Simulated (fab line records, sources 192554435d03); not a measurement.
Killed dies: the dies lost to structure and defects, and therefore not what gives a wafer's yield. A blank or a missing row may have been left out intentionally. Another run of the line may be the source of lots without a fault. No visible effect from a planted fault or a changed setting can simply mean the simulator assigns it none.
fab line records | flow n5-finfet | part 1 of 2: steps 1 to 25 of 32
record lots=5 wafers=15 last-day=18
route steps=1938 shown BEOL_M4@1030
lots with no fault: from the same line, run without faults
start-h: the number of hours between the record's first day and the start of the first shown wafer of the lot | wait-h: hours elapsed since this lot's preceding step | " unchanged from the row above | L1.1+2: one row covering several wafers at once | - no value, or no start given | * or withheld: withheld | < > ~ a bound
route shown NAME@n: NAME is a module with steps in the file, n the number in the route of the first one | usual: mean/standard deviation of fault-free wafers | same: alike in all rows | chamber/n: place in a boat | sites: readings site by site | _std_site: the standard deviation of these | _edge_site: mean of outer sites minus mean of inner sites | radius-mm: how far each site lies from the wafer's centre | mask NAME#n: copy n | behind: tool/chamber where the wafer was last shaped | hold: why the lot was held/for how many hours/how that ended | device: transistor that didn't switch, given as n, p or np | end of line: at the end of the route, the tests of the same wafers | where a step has no rows: the recipe by itself | killed: at the first sort, the dies lost to defects and structure; wafer yield is something else | map: dies across one wafer; x = killed, . = not, _ = none there
set.NAME: the setting that was run; set.NAME@STEP: the one run at that earlier step | model.NAME: the simulator's own value behind a step, which no gauge read
lots at some steps of the route; a table a step, a row a wafer
services: a tool's chamber out of use, with start hour (start-h, from the record's first day; less than 0 if before it), hours out, and reason
## steps
# step N5_BEOL_M4_SOFTBAKE_06
# recipe temp-c=110 time-s=60 resist=CAR-EUV
# columns lot.wafer tool chamber start-h wait-h
L076.2+4+5 litho-track-03 0 - -
L077.2+4+5 litho-track-05 0 - -
L088.2+3+6 litho-track-03 0 - -
L094.2+3+4 litho-track-04 0 - -
L097.4+5+6 litho-track-03 0 - -
# step N5_BEOL_M4_EXPOSE_08
# recipe mask-id=M4 na=0.33 source-shape=dipole sigma-inner=0.369 sigma-outer=0.767 polarization=unpolarized dose-mj=41.25
# columns lot.wafer tool chamber start-h wait-h mask
L076.2+4+5 euv-scanner-01 0 186.30 - M4#0
L077.2+4+5 euv-scanner-01 0 186.85 - M4#0
L088.2+3+6 euv-scanner-02 0 258.46 - M4#0
L094.2+3+4 euv-scanner-02 0 292.75 - M4#0
L097.4+5+6 euv-scanner-01 0 308.82 - M4#0
# step N5_BEOL_M4_PEB_09
# recipe peb-temp-c=100 peb-time-s=60 resist=CAR-EUV
# columns lot.wafer tool chamber start-h wait-h
L076.2+4+5 litho-track-05 0 186.36 0.1
L077.2+4+5 litho-track-03 0 186.90 0.1
L088.2+3+6 litho-track-05 0 258.52 0.1
L094.2+3+4 litho-track-04 0 292.81 0.1
L097.4+5+6 litho-track-03 0 308.87 0.0
# step N5_BEOL_M4_DEVELOP_10
# recipe develop-time-s=30 developer=TMAH resist=CAR-EUV rinse-liquid=surfactant-rinse dry=air-spin dev-temp-c=23
# same develop-time-s=30
# columns lot.wafer tool chamber start-h wait-h
L076.2+4+5 litho-track-05 0 - -
L077.2+4+5 litho-track-03 0 - -
L088.2+3+6 litho-track-05 0 - -
L094.2+3+4 litho-track-04 0 - -
L097.4+5+6 litho-track-03 0 - -
# step N5_BEOL_M4_CD_MEAS_11
# recipe target-cd-nm=16.79 landing-energy-ev=500 detector=se-inlens polarity=opening
# usual cd-nm=16.78/0.26
# columns lot.wafer tool chamber start-h wait-h cd-nm
L076.2 cd-sem-02 0 186.43 - 17.06
L076.4 " 0 " " 16.93
L076.5 " 0 " " 16.64
L077.2 cd-sem-03 0 186.97 - 16.81
L077.4 " 0 " " 17.28
L077.5 " 0 " " 17.04
L088.2 cd-sem-02 0 258.59 - 16.71
L088.3 " 0 " " 16.80
L088.6 " 0 " " 16.94
L094.2 cd-sem-01 0 292.87 - 16.86
L094.3 " 0 " " 16.90
L094.4 " 0 " " 17.04
L097.4 cd-sem-01 0 308.93 - 16.68
L097.5 " 0 " " 16.82
L097.6 " 0 " " 16.43
# step N5_BEOL_M4_OVL_MEAS_12
# recipe points-per-wafer=522
# usual M4_OVL=0.1/0.6
# columns lot.wafer tool chamber start-h wait-h M4_OVL[nm]
L076.2 overlay-02 0 186.46 0.0 0.3
L076.4 " 0 " " 0.0
L076.5 " 0 " " -0.5
L077.2 overlay-02 0 187.01 0.0 -0.5
L077.4 " 0 " " -0.9
L077.5 " 0 " " -0.8
L088.2 overlay-01 0 258.62 0.0 0.0
L088.3 " 0 " " 0.6
L088.6 " 0 " " 0.6
L094.2 overlay-01 0 292.91 0.0 0.2
L094.3 " 0 " " 1.1
L094.4 " 0 " " -0.1
L097.4 overlay-02 0 308.98 0.0 0.1
L097.5 " 0 " " -0.3
L097.6 " 0 " " -0.2
# step N5_BEOL_M4_INSPECT_13
# recipe mode=adi inspect-instrument=brightfield
# usual raw-defect-count=438/130
# columns lot.wafer tool chamber start-h wait-h raw-defect-count
L076.2 defect-inspect-01 - 186.51 0.0 305
L076.4 " - " " 414
L076.5 " - " " 371
L077.2 defect-inspect-01 - 187.06 0.0 435
L077.4 " - " " 330
L077.5 " - " " 513
L088.2 defect-inspect-02 - 258.68 0.0 475
L088.3 " - " " 396
L088.6 " - " " 491
L094.2 defect-inspect-01 - 292.96 0.0 433
L094.3 " - " " 328
L094.4 " - " " 606
L097.4 defect-inspect-01 - 309.03 0.0 333
L097.5 " - " " 368
L097.6 " - " " 325
# step N5_BEOL_M4_DESCUM_16
# recipe chemistry=O2 time-s=7 source-power-w=50 bias-power-w=20 pressure-mtorr=20 rf-frequency-hz=2.712e+07 temp-c=40 resist=CAR-EUV o2-flow-sccm=225
# usual drypump-motor-current-A=5.7/0.54 oes-product-au=0.80/0.093 rf-vpp-V=243.8/1.4 showerhead-plenum-p-Torr=2.13/0.066 throttle-valve-pct=20.37/0.25
# columns lot.wafer tool chamber start-h wait-h drypump-motor-current-A oes-product-au rf-hours-counter-h rf-vpp-V showerhead-plenum-p-Torr throttle-valve-pct
L076.2 rie-diel-01 0 186.55 0.0 6.3 0.78 116 245.0 2.19 20.24
L076.4 " 1 " " 5.7 0.66 - 240.2 1.97 20.22
L076.5 " 0 " " 6.3 0.78 - 243.8 2.19 20.24
L077.2 rie-diel-06 2 187.09 0.0 6.3 0.69 246 242.4 2.04 20.39
L077.4 " 0 " " 5.7 0.70 222 246.2 2.16 20.52
L077.5 " 1 " " 6.6 0.71 - 244.3 2.18 20.55
L088.2 rie-diel-03 2 258.73 0.1 5.0 0.80 103 243.2 2.13 20.79
L088.3 " 1 " " 5.5 0.69 212 244.6 2.16 20.53
L088.6 " 2 " " 5.0 0.80 - 243.9 2.13 20.81
L094.2 rie-diel-06 2 293.24 0.3 6.3 0.94 22 242.8 2.03 19.97
L094.3 " 3 " " 5.4 0.89 33 244.9 2.24 20.47
L094.4 " 2 " " 6.3 0.95 - 242.8 2.03 19.97
L097.4 rie-diel-06 3 309.06 0.0 5.4 0.87 40 245.5 2.24 20.48
L097.5 " 2 " " 6.3 0.93 - 240.7 2.03 19.97
L097.6 " 1 " " 6.6 0.69 - 246.0 2.16 20.62
# step N5_BEOL_M4_ETCH_74
# recipe chemistry=N2/H2 target=underlayer target-depth-a=65 mask-material=CAR-EUV time-s=5.2 ion-energy-ev=200 pressure-mtorr=30 source-w=840 bias-w=150 n2-flow-sccm=200 h2-flow-sccm=200 ends=cleared
# usual drypump-motor-current-A=5.7/0.54 etch-rf-on-time-s=5.13/0.14 oes-product-au=0.69/0.077 rf-vpp-V=525.4/2.5 showerhead-plenum-p-Torr=2.59/0.085 throttle-valve-pct=17.78/0.22
# columns lot.wafer tool chamber start-h wait-h drypump-motor-current-A etch-rf-on-time-s oes-product-au rf-hours-counter-h rf-vpp-V showerhead-plenum-p-Torr throttle-valve-pct
L076.2 rie-diel-01 0 186.58 0.0 6.3 5.30 0.65 116 527.6 2.66 17.62
L076.4 " 1 " " 5.8 5.19 0.57 - 519.1 2.38 17.56
L076.5 " 0 " " 6.2 5.26 0.65 - 528.5 2.66 17.61
L077.2 rie-diel-06 2 187.13 0.0 6.3 5.25 0.59 246 522.2 2.51 18.13
L077.4 " 0 " " 5.7 5.21 0.59 222 528.3 2.62 17.95
L077.5 " 1 " " 6.6 5.16 0.61 - 527.0 2.62 17.80
L088.2 rie-diel-03 2 258.76 0.0 5.0 5.09 0.67 103 523.6 2.58 18.25
L088.3 " 1 " " 5.5 5.06 0.60 212 525.4 2.62 17.95
L088.6 " 2 " " 5.0 5.06 0.68 - 521.8 2.58 18.27
L094.2 rie-diel-06 2 293.28 0.0 6.3 5.07 0.79 22 523.7 2.50 17.68
L094.3 " 3 " " 5.4 5.37 0.75 33 526.0 2.69 17.64
L094.4 " 2 " " 6.3 5.10 0.79 - 522.9 2.50 17.68
L097.4 rie-diel-06 3 309.09 0.0 5.4 5.41 0.73 40 526.4 2.69 17.67
L097.5 " 2 " " 6.3 5.13 0.78 - 522.8 2.50 17.66
L097.6 " 1 " " 6.6 5.22 0.59 - 525.3 2.60 17.87
# step N5_BEOL_M4_ETCH_63
# recipe chemistry=CF4 target=SiARC target-depth-a=156 mask-material=CAR-EUV time-s=26 ion-energy-ev=80 pressure-mtorr=40 source-w=545 bias-w=36 Ar_flow_sccm=100 cf4-flow-sccm=100 ends=cleared
# usual drypump-motor-current-A=5.7/0.54 etch-rf-on-time-s=25.8/0.66 oes-product-au=0.69/0.077 rf-vpp-V=184.6/1 showerhead-plenum-p-Torr=2.18/0.064 throttle-valve-pct=15.54/0.2
# columns lot.wafer tool chamber start-h wait-h drypump-motor-current-A etch-rf-on-time-s oes-product-au rf-hours-counter-h rf-vpp-V showerhead-plenum-p-Torr throttle-valve-pct
L076.2 rie-diel-01 0 186.60 0.0 6.3 26.4 0.65 116 185.1 2.23 15.46
L076.4 " 1 " " 5.8 26.1 0.57 - 183.6 2.04 15.68
L076.5 " 0 " " 6.3 26.5 0.65 - 184.7 2.23 15.46
L077.2 rie-diel-06 2 187.14 0.0 6.3 26.2 0.59 246 183.1 2.11 15.73
L077.4 " 0 " " 5.7 26.1 0.58 222 185.3 2.21 15.71
L077.5 " 1 " " 6.6 25.8 0.61 - 186.1 2.20 15.64
L088.2 rie-diel-03 2 258.78 0.0 5.0 25.2 0.69 103 184.4 2.17 15.86
L088.3 " 1 " " 5.5 25.2 0.60 212 184.8 2.20 15.73
L088.6 " 2 " " 5.0 25.1 0.68 - 184.2 2.17 15.86
L094.2 rie-diel-06 2 293.29 0.0 6.3 25.7 0.79 22 183.4 2.10 15.27
L094.3 " 3 " " 5.4 26.7 0.74 33 187.4 2.26 15.43
L094.4 " 2 " " 6.3 25.5 0.79 - 183.2 2.10 15.27
L097.4 rie-diel-06 3 309.11 0.0 5.4 26.6 0.74 40 185.2 2.26 15.44
L097.5 " 2 " " 6.3 25.3 0.80 - 184.2 2.09 15.28
L097.6 " 1 " " 6.6 25.9 0.59 - 185.5 2.18 15.72
# step N5_BEOL_M4_ETCH_64
# recipe chemistry=N2/H2 target=SOC target-depth-a=750 overetch-a=225 mask-material=SiARC temp-c=40 time-s=121.9 ion-energy-ev=200 pressure-mtorr=30 source-w=840 bias-w=150 n2-flow-sccm=200 h2-flow-sccm=200
# usual drypump-motor-current-A=5.7/0.54 oes-product-au=0.61/0.068 rf-vpp-V=525.2/2.4 showerhead-plenum-p-Torr=2.59/0.085 throttle-valve-pct=17.73/0.22
# columns lot.wafer tool chamber start-h wait-h drypump-motor-current-A oes-product-au rf-hours-counter-h rf-vpp-V showerhead-plenum-p-Torr throttle-valve-pct
L076.2 rie-diel-01 0 186.63 0.0 6.3 0.59 116 528.3 2.66 17.59
L076.4 " 1 " " 5.8 0.50 - 521.2 2.38 17.52
L076.5 " 0 " " 6.4 0.59 - 527.4 2.66 17.60
L077.2 rie-diel-06 2 187.17 0.0 6.3 0.53 246 522.5 2.51 18.06
L077.4 " 0 " " 5.7 0.52 222 525.0 2.62 17.87
L077.5 " 1 " " 6.6 0.55 - 524.6 2.62 17.75
L088.2 rie-diel-03 2 258.81 0.0 5.0 0.59 103 525.7 2.58 18.24
L088.3 " 1 " " 5.5 0.53 212 524.6 2.62 17.92
L088.6 " 2 " " 5.0 0.59 - 525.9 2.58 18.22
L094.2 rie-diel-06 2 293.32 0.0 6.3 0.70 22 522.1 2.50 17.61
L094.3 " 3 " " 5.4 0.68 33 527.9 2.69 17.61
L094.4 " 2 " " 6.3 0.70 - 523.0 2.50 17.62
L097.4 rie-diel-06 3 309.14 0.0 5.4 0.66 40 529.7 2.69 17.62
L097.5 " 2 " " 6.3 0.69 - 521.6 2.50 17.63
L097.6 " 1 " " 6.6 0.52 - 525.7 2.60 17.81
# step N5_BEOL_M4_STRIP_65
# recipe chemistry=N2/H2 temp-c=40 n2-flow-sccm=200 h2-flow-sccm=200 rf-frequency-hz=6e+07
# columns lot.wafer tool chamber start-h wait-h
L076.2+4+5 rie-diel-01 0,1,0 186.74 0.1
L077.2+4+5 rie-diel-06 2,0,1 187.29 0.1
L088.2+3+6 rie-diel-03 2,1,2 258.92 0.1
L094.2+3+4 rie-diel-06 2,3,2 293.43 0.1
L097.4+5+6 rie-diel-06 3,2,1 309.25 0.1
# step N5_BEOL_M4_STRIP_75
# recipe chemistry=N2/H2 temp-c=40 n2-flow-sccm=200 h2-flow-sccm=200 rf-frequency-hz=6e+07
# columns lot.wafer tool chamber start-h wait-h
L076.2+4+5 rie-diel-01 0,1,0 186.75 0.0
L077.2+4+5 rie-diel-06 2,0,1 187.30 0.0
L088.2+3+6 rie-diel-03 2,1,2 258.93 0.0
L094.2+3+4 rie-diel-06 2,3,2 293.44 0.0
L097.4+5+6 rie-diel-06 3,2,1 309.26 0.0
# step N5_BEOL_M4_STRIP_66
# recipe chemistry=CF4 resist=SiARC power-w=300 bias-power-w=75 pressure-mtorr=50 cf4-flow-sccm=150 rf-frequency-hz=6e+07
# usual drypump-motor-current-A=5.7/0.54 oes-product-au=0.79/0.089 rf-vpp-V=271.8/1.4 showerhead-plenum-p-Torr=1.82/0.057 throttle-valve-pct=13.51/0.2
# columns lot.wafer tool chamber start-h wait-h drypump-motor-current-A oes-product-au rf-hours-counter-h rf-vpp-V showerhead-plenum-p-Torr throttle-valve-pct
L076.2 rie-diel-01 0 186.76 0.0 6.4 0.76 116 273.3 1.86 13.43
L076.4 " 1 " " 5.8 0.66 - 268.8 1.71 13.66
L076.5 " 0 " " 6.4 0.76 - 271.3 1.86 13.43
L077.2 rie-diel-06 2 187.31 0.0 6.3 0.69 246 269.7 1.76 13.73
L077.4 " 0 " " 5.8 0.69 222 272.6 1.85 13.69
L077.5 " 1 " " 6.6 0.71 - 272.5 1.84 13.65
L088.2 rie-diel-03 2 258.94 0.0 5.0 0.78 103 271.5 1.81 13.79
L088.3 " 1 " " 5.4 0.69 212 273.1 1.85 13.79
L088.6 " 2 " " 5.0 0.78 - 271.3 1.81 13.78
L094.2 rie-diel-06 2 293.45 0.0 6.3 0.91 22 270.7 1.75 13.22
L094.3 " 3 " " 5.4 0.88 33 273.8 1.90 13.39
L094.4 " 2 " " 6.3 0.92 - 269.0 1.75 13.21
L097.4 rie-diel-06 3 309.27 0.0 5.3 0.87 40 274.5 1.89 13.42
L097.5 " 2 " " 6.3 0.91 - 270.7 1.75 13.23
L097.6 " 1 " " 6.6 0.69 - 272.3 1.82 13.74
# step N5_BEOL_M4_HM_OPEN_17
# recipe chemistry=Cl2/BCl3 target-depth-a=200 overetch-a=60 target=TiN mask-material=SOC ion-energy-ev=150 pressure-mtorr=10 icp-w=1000 bias-w=126 Cl2_flow_sccm=53.25 bcl3-flow-sccm=21.75 Ar_flow_sccm=25
# usual drypump-motor-current-A=5.9/0.43 oes-product-au=0.65/0.06 throttle-valve-pct=22.22/0.24
# columns lot.wafer tool chamber start-h wait-h drypump-motor-current-A oes-product-au rf-hours-counter-h throttle-valve-pct
L076.2 rie-metal-01 0 186.80 0.0 5.7 0.71 17 21.91
L076.4 " 0 " " 5.7 0.72 - 21.89
L076.5 " 0 " " 5.7 0.73 - 21.88
L077.2 rie-metal-03 1 187.35 0.0 5.9 0.68 37 22.06
L077.4 " 1 " " 5.9 0.69 - 22.07
L077.5 " 0 " " 6.6 0.74 - 22.14
L088.2 rie-metal-03 0 258.98 0.0 6.6 0.70 31 22.19
L088.3 " 0 " " 6.6 0.70 - 22.16
L088.6 " 0 " " 6.6 0.71 - 22.17
L094.2 rie-metal-03 0 293.49 0.0 6.7 0.71 33 22.17
L094.3 " 1 " " 5.9 0.65 - 22.09
L094.4 " 0 " " 6.6 0.72 - 22.15
L097.4 rie-metal-01 0 309.34 0.1 5.6 0.70 - 21.90
L097.5 " 1 " " 6.1 0.54 - 22.76
L097.6 " 0 " " 5.7 0.70 - 21.89
# step N5_BEOL_M4_STRIP_19
# recipe chemistry=O2 power-w=400 temp-c=40 pressure-mtorr=30 rf-frequency-hz=6e+07 bias-power-w=0 overash-fraction=0.2 o2-flow-sccm=225
# usual drypump-motor-current-A=5.8/0.53 oes-product-au=0.81/0.097 rf-vpp-V=3.6/0.49 showerhead-plenum-p-Torr=2.15/0.072 throttle-valve-pct=16.58/0.23
# columns lot.wafer tool chamber start-h wait-h drypump-motor-current-A oes-product-au rf-hours-counter-h rf-vpp-V showerhead-plenum-p-Torr throttle-valve-pct
L076.2 rie-diel-06 2 186.91 0.1 6.3 0.68 246 3.4 2.05 16.72
L076.4 " 0 " " 5.7 0.69 222 3.7 2.17 16.77
L076.5 " 3 " " 5.4 0.94 - 3.3 2.26 16.57
L077.2 rie-diel-06 2 187.53 0.1 6.3 0.69 246 3.8 2.05 16.71
L077.4 " 1 " " 6.6 0.72 208 3.5 2.18 16.81
L077.5 " 3 " " 5.4 0.95 - 3.5 2.26 16.59
L088.2 rie-diel-03 1 259.09 0.1 5.5 0.70 212 3.1 2.16 16.79
L088.3 " 3 " " 5.9 0.78 131 3.1 2.03 16.86
L088.6 " 1 " " 5.5 0.69 - 3.8 2.16 16.79
L094.2 rie-diel-06 2 293.61 0.1 6.3 0.95 22 3.8 2.04 16.25
L094.3 " 3 " " 5.4 0.89 34 3.5 2.25 16.62
L094.4 " 3 " " 5.4 0.88 - 4.5 2.25 16.63
L097.4 rie-diel-06 1 309.42 0.1 6.6 0.68 248 3.2 2.17 16.89
L097.5 " 0 " " 5.8 0.97 - 3.9 2.16 16.32
L097.6 " 1 " " 6.6 0.69 - 4.2 2.17 16.89
# step N5_BEOL_M4_CD_MEAS_18
# recipe pitch-nm=36 target-cd-nm=18
# usual cd-nm=18.0/0.33
# columns lot.wafer tool chamber start-h wait-h cd-nm
L076.2 cd-sem-02 - 186.98 0.1 18.3
L076.4 " - " " 18.4
L076.5 " - " " 18.0
L077.2 cd-sem-03 - 187.60 0.1 18.2
L077.4 " - " " 18.0
L077.5 " - " " 17.8
L088.2 cd-sem-03 - 259.16 0.1 17.5
L088.3 " - " " 17.9
L088.6 " - " " 17.6
L094.2 cd-sem-03 - 293.69 0.1 18.1
L094.3 " - " " 17.8
L094.4 " - " " 18.3
L097.4 cd-sem-03 - 309.50 0.1 18.5
L097.5 " - " " 17.7
L097.6 " - " " 17.5
# step N5_BEOL_M4_COAT_67
# recipe resist=SOC temp-c=250 time-s=60 spin-rpm=1500 resist-thk-nm=60
# columns lot.wafer tool chamber start-h wait-h
L076.2+4+5 litho-track-05 0 187.02 0.0
L077.2+4+5 litho-track-05 0 187.64 0.0
L088.2+3+6 litho-track-04 0 259.20 0.0
L094.2+3+4 litho-track-03 0 293.72 0.0
L097.4+5+6 litho-track-03 0 309.53 0.0
# step N5_BEOL_M4_COAT_68
# recipe resist=SiARC temp-c=220 time-s=60 spin-rpm=1500 resist-thk-nm=12
# columns lot.wafer tool chamber start-h wait-h
L076.2+4+5 litho-track-05 0 - -
L077.2+4+5 litho-track-05 0 - -
L088.2+3+6 litho-track-04 0 - -
L094.2+3+4 litho-track-03 0 - -
L097.4+5+6 litho-track-03 0 - -
# step N5_BEOL_M4_COAT_76
# recipe resist=underlayer temp-c=205 time-s=60 spin-rpm=1500 resist-thk-nm=5
# columns lot.wafer tool chamber start-h wait-h
L076.2+4+5 litho-track-05 0 - -
L077.2+4+5 litho-track-05 0 - -
L088.2+3+6 litho-track-04 0 - -
L094.2+3+4 litho-track-03 0 - -
L097.4+5+6 litho-track-03 0 - -
# step N5_BEOL_M4_COAT_22
# recipe resist=CAR-EUV spin-rpm=1500 resist-thk-nm=30
# columns lot.wafer tool chamber start-h wait-h
L076.2+4+5 litho-track-05 0 - -
L077.2+4+5 litho-track-05 0 - -
L088.2+3+6 litho-track-04 0 - -
L094.2+3+4 litho-track-03 0 - -
L097.4+5+6 litho-track-03 0 - -
# step N5_BEOL_M4_EBR_24
# recipe solvent=PGMEA ebr-width-mm=1.5
# columns lot.wafer tool chamber start-h wait-h
L076.2+4+5 litho-track-05 0 - -
L077.2+4+5 litho-track-05 0 - -
L088.2+3+6 litho-track-04 0 - -
L094.2+3+4 litho-track-03 0 - -
L097.4+5+6 litho-track-03 0 - -
# step N5_BEOL_M4_SOFTBAKE_23
# recipe temp-c=110 time-s=60 resist=CAR-EUV
# columns lot.wafer tool chamber start-h wait-h
L076.2+4+5 litho-track-05 0 - -
L077.2+4+5 litho-track-05 0 - -
L088.2+3+6 litho-track-04 0 - -
L094.2+3+4 litho-track-03 0 - -
L097.4+5+6 litho-track-03 0 - -
# step N5_BEOL_M4_EXPOSE_25
# recipe mask-id=V3 na=0.33 source-shape=quasar sigma-inner=0.2 sigma-outer=0.8 polarization=unpolarized defocus-nm=5 dose-mj=63
# columns lot.wafer tool chamber start-h wait-h mask
L076.2+4+5 euv-scanner-01 0 187.16 - V3#0
L077.2+4+5 euv-scanner-01 0 187.79 - V3#0
L088.2+3+6 euv-scanner-02 0 259.47 - V3#0
L094.2+3+4 euv-scanner-02 0 294.04 - V3#0
L097.4+5+6 euv-scanner-01 0 309.70 - V3#0
# step N5_BEOL_M4_PEB_26
# recipe peb-temp-c=100 peb-time-s=60 resist=CAR-EUV
# columns lot.wafer tool chamber start-h wait-h
L076.2+4+5 litho-track-04 0 187.23 0.1
L077.2+4+5 litho-track-04 0 187.86 0.1
L088.2+3+6 litho-track-05 0 259.54 0.1
L094.2+3+4 litho-track-03 0 294.11 0.1
L097.4+5+6 litho-track-05 0 309.75 0.0
